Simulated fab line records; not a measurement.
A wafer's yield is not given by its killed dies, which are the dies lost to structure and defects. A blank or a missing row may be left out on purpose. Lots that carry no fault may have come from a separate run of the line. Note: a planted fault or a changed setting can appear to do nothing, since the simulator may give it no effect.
Matching of chambers -- flow n5Finfet -- rieDiel-05 running N5_BEOL_M5_STRIP_36: 4 sister chambers
The step strips in N2/H2. 22 wafers are shown with their chamber, then 11 later ones without.

## WAFERS PAIRED WITH THEIR CHAMBERS
wafer,chamber,drypumpMotorCurrentA (A),throttleValvePct (%),showerheadPlenumPTorr (Torr)
L075.3,0,5.51,23.99,2.61
L075.4,2,5.34,23.20,2.49
L075.6,1,5.78,23.55,2.65
L080.1,3,5.97,24.11,2.59
L080.2,1,5.74,23.54,2.64
L080.6,0,5.49,23.98,2.61
L079.1,2,5.33,23.19,2.48
L079.3,0,5.53,24.02,2.61
L079.6,2,5.34,23.23,2.48
L083.2,2,5.35,23.20,2.48
L083.3,0,5.47,24.01,2.60
L083.4,3,5.96,24.15,2.59
L082.2,0,5.51,24.01,2.60
L082.4,2,5.33,23.18,2.48
L082.5,2,5.33,23.22,2.48
L087.3,3,5.96,24.16,2.59
L087.4,1,5.77,23.53,2.64
L087.6,0,5.51,24.03,2.60
L089.1,2,5.33,23.22,2.48
L089.2,0,5.51,24.03,2.60
L089.6,2,5.33,23.23,2.48
L091.4,1,5.78,23.57,2.63

SIGNATURES (means of the wafers above)
reading,chamber 0,chamber 1,chamber 2,chamber 3,scatter within a chamber
drypumpMotorCurrentA,5.5043,5.7675,5.3350,5.9633,0.0144
throttleValvePct,24.0100,23.5475,23.2087,24.1400,0.0197
showerheadPlenumPTorr,2.6043,2.6400,2.4813,2.5900,0.00505
Rule: distance of a wafer from a chamber = root of the sum over the readings of ((wafer's reading minus chamber's mean) / reading's scatter) squared. The wafer belongs to the nearest chamber; if the next one is less than 2 further off, it can't be placed. The scatter is the square root of a quotient: the sum, over the shown wafers, of each reading's squared deviation from its chamber's mean, divided by wafers minus chambers.

## WAFERS WITH NO CHAMBER GIVEN
wafer,drypumpMotorCurrentA (A),throttleValvePct (%),showerheadPlenumPTorr (Torr)
L091.5,5.34,23.23,2.47
L091.6,5.79,23.58,2.63
L093.1,5.78,23.57,2.63
L093.2,5.53,24.03,2.60
L093.5,5.74,23.57,2.63
L094.1,5.32,23.24,2.47
L094.3,5.52,24.06,2.60
L094.5,5.92,24.16,2.58
L097.2,5.33,23.26,2.47
L097.3,5.77,23.60,2.63
L097.5,5.33,23.28,2.47

## EACH ONE'S CHAMBER
wafer,from the rows above,in truth
L091.5,2,2
L091.6,1,1
L093.1,1,1
L093.2,0,0
L093.5,1,1
L094.1,2,2
L094.3,0,0
L094.5,3,3
L097.2,2,2
L097.3,1,1
L097.5,2,2
Placed correctly: 11 of 11. Not placeable from these rows: 0. Number placed wrongly: 0.
